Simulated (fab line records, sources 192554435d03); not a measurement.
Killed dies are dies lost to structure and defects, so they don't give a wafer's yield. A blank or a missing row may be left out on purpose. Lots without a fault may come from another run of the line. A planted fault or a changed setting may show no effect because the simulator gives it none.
Split-lot experiment | flow n5_finfet | 7 lots, 21 wafers read, on a route of 1938 steps

THE SPLIT
At N5_BEOL_M0_SAQP_EXPOSE_37 (exposes mask M0 CUT1, target cd 30 nm), the setting dose_mj was moved away from the recipe's 44.75 on 7 of the 21 wafers read, by -7.0% to +5.9%. The other wafers ran this setting at the recipe's value.

FROM THE SPLIT TO THE READING: what the file shows between them, 2 steps
- N5_BEOL_M0_SAQP_PEB_38: peb time 60 s
- N5_BEOL_M0_SAQP_DEVELOP_39: develop time 30 s

THE READING
cd_nm, in nm, at N5_BEOL_M0_SAQP_CD_MEAS_40 (target cd 30 nm). Fault-free wafers of this fab line usually give 29.98 nm, standard deviation 0.25 nm.

wafer  | tool, chamber at the split | dose_mj as run | against the recipe | cd_nm, nm | against lot-mates on the recipe
L077.1 | euv_scanner-01, 0          | 44.75          | recipe             | 30.11     | -
L077.2 | euv_scanner-01, 0          | 44.75          | recipe             | 30.22     | -
L077.6 | euv_scanner-01, 0          | 42.87          | -4.2%              | 28.50     | -1.66
L080.1 | euv_scanner-02, 0          | 44.75          | recipe             | 29.98     | -
L080.3 | euv_scanner-02, 0          | 41.6           | -7.0%              | 28.15     | -1.83
L080.4 | euv_scanner-02, 0          | 41.6           | -7.0%              | 28.11     | -1.87
L081.1 | euv_scanner-01, 0          | 42.11          | -5.9%              | 28.52     | -1.18
L081.4 | euv_scanner-01, 0          | 44.75          | recipe             | 29.70     | -
L081.6 | euv_scanner-01, 0          | 42.11          | -5.9%              | 28.55     | -1.15
L086.1 | euv_scanner-01, 0          | 44.75          | recipe             | 30.14     | -
L086.3 | euv_scanner-01, 0          | 44.75          | recipe             | 30.47     | -
L086.5 | euv_scanner-01, 0          | 44.75          | recipe             | 30.01     | -
L090.2 | euv_scanner-02, 0          | 44.75          | recipe             | 29.78     | -
L090.3 | euv_scanner-02, 0          | 44.75          | recipe             | 30.31     | -
L090.5 | euv_scanner-02, 0          | 47.05          | +5.1%              | 30.60     | +0.55
L092.2 | euv_scanner-01, 0          | 44.75          | recipe             | 30.13     | -
L092.4 | euv_scanner-01, 0          | 47.38          | +5.9%              | 31.03     | +0.91
L092.6 | euv_scanner-01, 0          | 44.75          | recipe             | 30.11     | -
L096.1 | euv_scanner-01, 0          | 44.75          | recipe             | 29.98     | -
L096.2 | euv_scanner-01, 0          | 44.75          | recipe             | 29.85     | -
L096.6 | euv_scanner-01, 0          | 44.75          | recipe             | 29.31     | -

THE FIT
A straight line over all 21 wafers: cd_nm changes by +0.231 nm for each +1% of dose_mj; r = +0.94; the points scatter about the line by 0.3 nm.
The same after taking each lot's own level away (the mean of its wafers on the recipe; 21 wafers): +0.214 nm for each +1%; r = +0.93; scatter 0.29 nm.
On that fit, the largest move of dose_mj shifts the reading by 1.5 nm.
The lots' own levels span 29.700 to 30.207 nm, that is 2.0 times the standard deviation above.
So the lot-to-lot level changes the slope little: the two slopes agree.
Check: with one of the wafers moved furthest among these (-7.0%) left out of the fit, the line predicts -1.55 nm for it against its lot-mates. It came out at -1.83 nm against them.

THE WHOLE CHAIN: every reading that the file lists as answering this split, in the file's order
step                        | what it does                                                           | reading                                                             | change (the file's fit)               | r (the file's)
N5_BEOL_M0_SAQP_CD_MEAS_40  | target cd 30 nm                                                        | cd_nm                                                               | +0.216 nm for each +1% of the setting | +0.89
N5_BEOL_M0_SAQP_DESCUM_45   | chemistry O2, time 7 s                                                 | BEOL_M0_SAQP.cd_nm (the simulator's own value, which no gauge read) | +0.229 nm for each +1% of the setting | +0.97
N5_BEOL_M0_SAQP_ETCH_88     | etches underlayer in N2/H2, target depth 6.5 nm, time 5.2 s            | BEOL_M0_SAQP.cd_nm (the simulator's own value, which no gauge read) | +0.218 nm for each +1% of the setting | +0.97
N5_BEOL_M0_SAQP_CUT_ETCH_46 | etches SOC in N2/H2, target depth 135 nm, overetch 27 nm, time 202.5 s | BEOL_M0_SAQP.cd_nm (the simulator's own value, which no gauge read) | +0.202 nm for each +1% of the setting | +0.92

THE FILE'S OWN FIT
cd_nm changes by +0.216 nm for each +1% of dose_mj, r = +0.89.
